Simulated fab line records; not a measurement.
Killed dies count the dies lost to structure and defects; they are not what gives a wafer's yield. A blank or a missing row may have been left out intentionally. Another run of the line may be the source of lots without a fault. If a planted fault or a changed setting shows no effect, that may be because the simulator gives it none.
fab line records | flow nand_harc | part 2 of 2: steps 28 to 35 of 35
record: lots: 5 wafers: 15 last_day: 33
route steps=1302 shown A_M0@1158 A_M1@1169
lots untouched by any fault: they come from a run of this same line in which no faults occurred
start_h: the number of hours between the record's first day and the start of the first shown wafer of the lot | wait_h: hours since the lot's step before | " the same as in the row above | L1.1+2: several wafers, shown together as one row | - either no value or no given start | * or withheld: withheld | < > ~ a bound
route shown NAME@n: NAME is a module with steps in the file, n the number in the route of the first one | usual: mean/standard deviation taken from wafers without a fault | same: alike in all rows | chamber/n: place in a boat | sites: readings site by site | _std_site: standard deviation of those values | _edge_site: inner sites' mean taken away from outer sites' mean | radius_mm: how far each site lies from the wafer's centre | mask NAME#n: copy n | behind: the most recent tool/chamber to have shaped the wafer | hold: the reason the lot was held/the length of the hold in hours/how it ended | device: which transistor (n, p or np) failed to switch | end of line: tests run on the same wafers once the route is complete | a step without rows: its recipe alone | killed: dies that structure and defects cost at the first sort, which is not the same as the wafer's yield | map: a wafer's dies, x killed, . not, _ none there
set.NAME: the setting as run; set.NAME@STEP: as run at that earlier step | model.NAME: the simulator's own value behind a step, which no gauge read
lots at some steps of the route; a table a step, a row a wafer
services: the hour from which a tool's chamber was out of use, counted from the record's first day as start_h (under 0 if before that day), plus the number of hours and why
== steps ==
step: NHARC_A_M1_STRIP_18
recipe: power_w: 1000 n2_flow_sccm: 150 h2_flow_sccm: 150 ar_flow_sccm: 0 bias_w: 0 chemistry: N2/H2
usual: drypump_motor_current_A: 5.9/0.51 h2_flow_sccm: 150.0/0.43 oes_product_au: 1.000/0.009 rf_vpp_V: 90.4/0.95 showerhead_plenum_p_Torr: 2.01/0.095 throttle_valve_pct: 14.171/0.0089
columns lot.wafer tool chamber start_h wait_h drypump_motor_current_A h2_flow_sccm oes_product_au rf_hours_counter_h rf_vpp_V showerhead_plenum_p_Torr throttle_valve_pct
L078.3 rie_diel-06 0 553.04 0.1 5.8 150.3 1.004 2.2 92.2 2.12 14.185
L078.1 " 3 " " 6.5 150.2 1.004 2.1 91.5 1.92 14.162
L078.6 " 1 " " 5.9 150.0 1.004 - 90.5 2.08 14.159
L080.2 rie_diel-09 2 595.19 0.1 6.0 151.2 1.003 6.5 91.3 2.03 14.176
L080.3 " 0 " " 5.0 149.8 1.023 6.1 90.4 1.95 14.170
L080.6 " 2 " " 5.9 149.7 1.003 - 90.4 2.03 14.161
L083.3 rie_diel-08 1 640.81 0.1 6.1 149.7 0.984 1.5 90.6 1.95 14.168
L083.2 " 3 " " 6.2 150.3 1.000 1.7 90.8 1.95 14.172
L083.6 " 1 " " 6.1 149.4 0.981 - 90.0 1.95 14.177
L092.1 rie_diel-06 1 697.16 0.1 5.9 150.0 0.991 2.7 91.1 2.08 14.163
L092.4 " 2 " " 6.6 150.0 1.001 2.5 89.9 1.90 14.192
L092.2 " 0 " " 5.8 150.1 0.998 2.8 92.0 2.12 14.158
L097.4 rie_diel-06 0 745.63 0.1 5.8 150.1 0.993 6.2 91.5 2.12 14.161
L097.1 " 3 " " 6.5 149.5 0.990 6.1 89.6 1.92 14.166
L097.6 " 0 " " 5.8 149.6 1.000 - 89.8 2.12 14.171
step: NHARC_A_M1_ETCH_28
recipe: target_depth_a: 300 over_etch_frac: 0.3 time_s: 72.99 ion_energy_ev: 150 cf4_flow_sccm: 50 n2_flow_sccm: 100 ar_flow_sccm: 150 rf_w: 300 bias_w: 100 chemistry: CF4/N2
usual: drypump_motor_current_A: 5.9/0.48 oes_product_au: 0.999/0.0095 rf_vpp_V: 313.8/2.1 showerhead_plenum_p_Torr: 2.60/0.11 throttle_valve_pct: 19.794/0.0089
columns lot.wafer tool chamber start_h wait_h drypump_motor_current_A oes_product_au rf_hours_counter_h rf_vpp_V showerhead_plenum_p_Torr throttle_valve_pct
L078.3 rie_diel-06 0 - - 5.8 1.003 2.2 314.4 2.72 19.791
L078.1 " 2 " " 6.6 0.999 2.0 310.9 2.46 19.781
L078.6 " 0 " " 5.8 1.002 - 315.9 2.72 19.793
L080.2 rie_diel-09 0 - - 5.0 1.015 6.1 311.1 2.52 19.796
L080.3 " 3 " " 4.9 1.008 6.7 310.9 2.52 19.800
L080.6 " 0 " " 5.0 1.013 - 312.8 2.52 19.782
L083.3 rie_diel-08 1 - - 6.1 1.006 1.5 310.5 2.52 19.805
L083.2 " 2 " " 5.9 1.006 1.6 313.2 2.59 19.799
L083.6 " 1 " " 6.1 1.004 - 312.4 2.52 19.798
L092.1 rie_diel-06 2 - - 6.6 0.995 2.5 311.1 2.45 19.792
L092.2 " 0 " " 5.8 0.998 2.8 314.8 2.72 19.789
L092.4 " 1 " " 5.9 0.997 2.7 313.9 2.67 19.794
L097.4 rie_diel-06 0 - - 5.8 0.995 6.2 314.8 2.72 19.782
L097.1 " 1 " " 5.9 0.988 5.6 315.4 2.67 19.788
L097.6 " 3 " " 6.5 0.995 - 312.4 2.48 19.796
step: NHARC_A_M1_STRIP_19
recipe: time_s: 600 temp_c: 30 chemistry: post_etch_residue_remover
usual: temp_c: 30.00/0.11
columns lot.wafer tool chamber start_h wait_h temp_c
L078.1 wet_bench-08 5 553.42 - 29.94
L078.3 " 7 " " 30.15
L078.6 " 0 " " 30.01
L080.2 wet_bench-08 5 595.55 - 30.03
L080.3 " 6 " " 30.05
L080.6 " 0 " " 30.01
L083.6 wet_bench-10 4 641.18 - 29.96
L083.3 " 6 " " 29.86
L083.2 " 0 " " 29.95
L092.1 wet_bench-08 4 697.53 - 30.06
L092.4 " 5 " " 29.92
L092.2 " 0 " " 30.04
L097.6 wet_bench-10 5 746.01 - 29.89
L097.1 " 7 " " 29.83
L097.4 " 0 " " 30.09
step: NHARC_A_M1_DEGAS_29
recipe: temp_c: 250 time_s: 60
usual: heater_power_w: 328/34
columns lot.wafer tool chamber start_h wait_h heater_power_w
L078.3 pvd_sputter-01 - 553.69 - 341
L078.1 " - " " 315
L078.6 " - " " 334
L080.3 pvd_sputter-01 - 595.81 - 305
L080.2 " - " " 308
L080.6 " - " " 293
L083.3 pvd_sputter-01 - 641.45 - 351
L083.2 " - " " 301
L083.6 " - " " 341
L092.1 pvd_sputter-01 - 697.79 - 301
L092.2 " - " " 254
L092.4 " - " " 307
L097.1 pvd_sputter-02 - 746.29 - 338
L097.4 " - " " 307
L097.6 " - " " 380
step: NHARC_A_M1_PRE_CLEAN_30
recipe: time_s: 30 temp_c: 280 gas: H2/He
usual: heater_power_w: 403/44
columns lot.wafer tool chamber start_h wait_h heater_power_w
L078.3 pvd_sputter-01 - - - 385
L078.1 " - " " 374
L078.6 " - " " 388
L080.3 pvd_sputter-01 - - - 366
L080.2 " - " " 417
L080.6 " - " " 297
L083.3 pvd_sputter-01 - - - 374
L083.2 " - " " 367
L083.6 " - " " 361
L092.2 pvd_sputter-01 - - - 369
L092.1 " - " " 428
L092.4 " - " " 368
L097.1 pvd_sputter-02 - - - 461
L097.4 " - " " 375
L097.6 " - " " 435
step: NHARC_A_M1_PVD_20
recipe: target_thk_a: 50 bias_v: 168.6 power_w: 15000 chamber_pressure_pa: 0.12 time_s: 8.06 substrate_temp_c: 50 material: TaN
usual: throttle_valve_pct: 29.7/1.3
columns lot.wafer tool chamber start_h wait_h throttle_valve_pct
L078.1 pvd_sputter-01 - - - 31.1
L078.3 " - " " 30.5
L078.6 " - " " 30.9
L080.3 pvd_sputter-01 - - - 29.3
L080.2 " - " " 31.5
L080.6 " - " " 29.4
L083.2 pvd_sputter-01 - - - 29.5
L083.3 " - " " 31.2
L083.6 " - " " 29.2
L092.1 pvd_sputter-01 - - - 29.3
L092.4 " - " " 29.4
L092.2 " - " " 31.2
L097.1 pvd_sputter-02 - - - 28.3
L097.4 " - " " 27.4
L097.6 " - " " 30.3
step: NHARC_A_M1_PVD_21
recipe: target_thk_a: 300 chamber_pressure_pa: 5 power_w: 5000 substrate_temp_c: 30 time_s: 20.49 material: Cu
usual: throttle_valve_pct: 29.8/1.3
columns lot.wafer tool chamber start_h wait_h throttle_valve_pct
L078.1 pvd_sputter-01 - - - 31.2
L078.3 " - " " 29.4
L078.6 " - " " 31.0
L080.3 pvd_sputter-01 - - - 29.4
L080.2 " - " " 30.1
L080.6 " - " " 29.5
L083.3 pvd_sputter-01 - - - 31.2
L083.2 " - " " 29.4
L083.6 " - " " 31.4
L092.1 pvd_sputter-01 - - - 29.6
L092.2 " - " " 31.3
L092.4 " - " " 29.4
L097.4 pvd_sputter-02 - - - 28.5
L097.1 " - " " 29.9
L097.6 " - " " 28.4
step: NHARC_A_M1_ECD_22
recipe: target_thk_a: 4000 bath_temp_c: 25 material: Cu
usual: bath_temp_c: 25.00/0.12
columns lot.wafer tool chamber start_h wait_h bath_temp_c
L078.1 ecd_cu-02 1 554.05 - 25.21
L078.3 " 1 " " 25.26
L078.6 " 1 " " 25.20
L080.2 ecd_cu-01 0 596.22 - 24.98
L080.3 " 1 " " 24.93
L080.6 " 0 " " 25.07
L083.2 ecd_cu-02 1 642.00 - 25.05
L083.3 " 1 " " 25.11
L083.6 " 0 " " 24.97
L092.2 ecd_cu-02 1 698.15 - 25.06
L092.1 " 0 " " 24.84
L092.4 " 1 " " 25.04
L097.1 ecd_cu-02 0 746.64 - 24.78
L097.4 " 1 " " 25.18
L097.6 " 0 " " 24.90
== services ==
columns tool chamber start_h hours kind
rie_diel-08 - 544.85 9.0 pm
litho_track-04 - 553.00 7.0 pm
pvd_sputter-02 - 556.01 3.3 repair
pecvd-01 - 562.76 1.0 repair
rie_diel-09 0 566.00 13.2 repair
pvd_sputter-01 - 583.27 10.0 pm
pecvd-01 - 591.97 1.1 repair
ecd_cu-02 - 596.26 8.0 pm
ecd_cu-01 - 609.85 0.3 repair
rie_diel-06 3 636.55 1.4 repair
pvd_sputter-02 - 638.00 10.0 pm
wet_bench-08 - 646.40 8.0 pm
ecd_cu-01 - 649.14 1.8 repair
pecvd-01 1 655.89 113.5 repair
rie_diel-06 - 661.20 9.0 pm
rie_diel-08 2 662.19 1.4 repair
wet_bench-10 - 663.20 8.0 pm
pecvd-01 - 673.26 13.0 pm
rie_diel-09 - 674.27 9.0 pm
ecd_cu-01 - 677.66 3.2 repair
litho_track-01 - 680.00 7.0 pm
ecd_cu-02 - 689.89 0.8 repair
ecd_cu-01 - 691.47 8.0 pm
litho_track-04 - 728.00 7.0 pm
